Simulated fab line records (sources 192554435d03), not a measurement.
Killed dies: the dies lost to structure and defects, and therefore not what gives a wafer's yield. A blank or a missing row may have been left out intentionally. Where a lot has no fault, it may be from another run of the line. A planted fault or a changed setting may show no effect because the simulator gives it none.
8D (eight disciplines) problem report, filled in by code -- flow n5-finfet -- the parts of the form that need people (team, actions taken, sign-off) are left out

1. WHAT IS WRONG
Wafers without a fault read 8.953 %, standard deviation 0.024; lamp_zone_2_pct at N5_SD_ACTIVATION_RTA_00 reads a mean of 9.270 % on 6 wafers belonging to 2 lots. Measured from the usual mean, that is +13 standard deviations.
The step: time 0 s.
First observed at day 5 20:35: wafer L531.3, on rtp-anneal-01. Wafers with a number at this step in the record: 33, from 11 lots. By rule, "out" or "out of limits" means more than 4 standard deviations away from the usual mean. All remaining wafers that have a number are taken as sound.

2. WHAT THIS IS AND IS NOT
question,is,is not
which readings at this step,"lamp_zone_2_pct, lamp-power-pct, lamp_zone_1_pct, lamp_zone_3_pct, lamp_zone_4_pct, lamp_zone_5_pct, lamp_zone_6_pct, lamp_zone_7_pct",wafer_temp_C_max
which lots,"L531, L536","L522, L523, L524, L525, L527, L528, L541, L543, L545"
which wafers of those lots,all that have a number,-
read on which tools,rtp-anneal-01,rtp-anneal-02
when,from day 5 20:35,"up to then (18 sound wafers); but 9 sound wafers of L541, L543, L545 came after"

3. SUSPECTS, AND WHAT RULES EACH OUT
Counting: a tool stays on the suspect list if, at a process step up to the reading, it processed all lots that are out and no sound lot following the first of them.
- plasma-asher-02 at N5_SD_EPI_P_STRIP_40 (strips in N2/H2): ruled out as a lasting fault. After its first lot that is out, L531 (day 5 16:45), sound lots L543 ran on it.
- rtp-anneal-01 at N5_SD_ACTIVATION_RTA_00 (time 0 s): kept. Every lot that is out went through it, starting with L531 (day 5 20:35), and after that it ran no sound lot; the last sound lot it ran before then is L527 (day 4 14:46). Out on those wafers are its own readings of lamp-power-pct, lamp_zone_1_pct, lamp_zone_2_pct, lamp_zone_3_pct, lamp_zone_4_pct, lamp_zone_5_pct, lamp_zone_6_pct, lamp_zone_7_pct.
Left after counting: rtp-anneal-01 at N5_SD_ACTIVATION_RTA_00.

4. THE CAUSE (what the simulator had put in)
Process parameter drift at N5_SD_ACTIVATION_RTA_00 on rtp-anneal-01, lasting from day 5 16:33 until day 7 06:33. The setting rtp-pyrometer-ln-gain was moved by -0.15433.
Only this tool survived the counting.

5. THE CHAIN OF EFFECTS, in route order
Each row: a reading whose mean over the struck wafers that have a number lies more than 3 standard deviations from the usual. Readings are gone through only where the record gives a usual standard deviation; hours: the median, over the lots, of the time from a lot's start at the first step in this table giving one to that lot's start at this step; sigmas: the change measured in usual standard deviations.
hours,step,reading,usual,on struck wafers,change,sigmas
0,N5_SD_ACTIVATION_RTA_00,lamp-power-pct,8.95 %,9.28,+0.33,+6.4
0,N5_SD_ACTIVATION_RTA_00,lamp_zone_1_pct,8.954 %,9.271,+0.317,+13
0,N5_SD_ACTIVATION_RTA_00,lamp_zone_2_pct,8.953 %,9.270,+0.317,+13
0,N5_SD_ACTIVATION_RTA_00,lamp_zone_3_pct,8.954 %,9.271,+0.317,+11
0,N5_SD_ACTIVATION_RTA_00,lamp_zone_4_pct,8.954 %,9.258,+0.304,+12
0,N5_SD_ACTIVATION_RTA_00,lamp_zone_5_pct,8.953 %,9.279,+0.326,+12
0,N5_SD_ACTIVATION_RTA_00,lamp_zone_6_pct,8.880 %,9.215,+0.335,+12
0,N5_SD_ACTIVATION_RTA_00,lamp_zone_7_pct,9.348 %,9.685,+0.337,+12
Process steps it contains:
- N5_SD_ACTIVATION_RTA_00: time 0 s.
At these later measuring or inspecting steps, every struck wafer for which the step has a row has a number for every such reading, and none has moved that far: N5_ILD0_INSPECT_06.

6. WHAT WOULD HAVE CAUGHT IT SOONER
4 hours passed between the start of the fault at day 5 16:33 and the first reading out of limits in this record, taken at day 5 20:35.
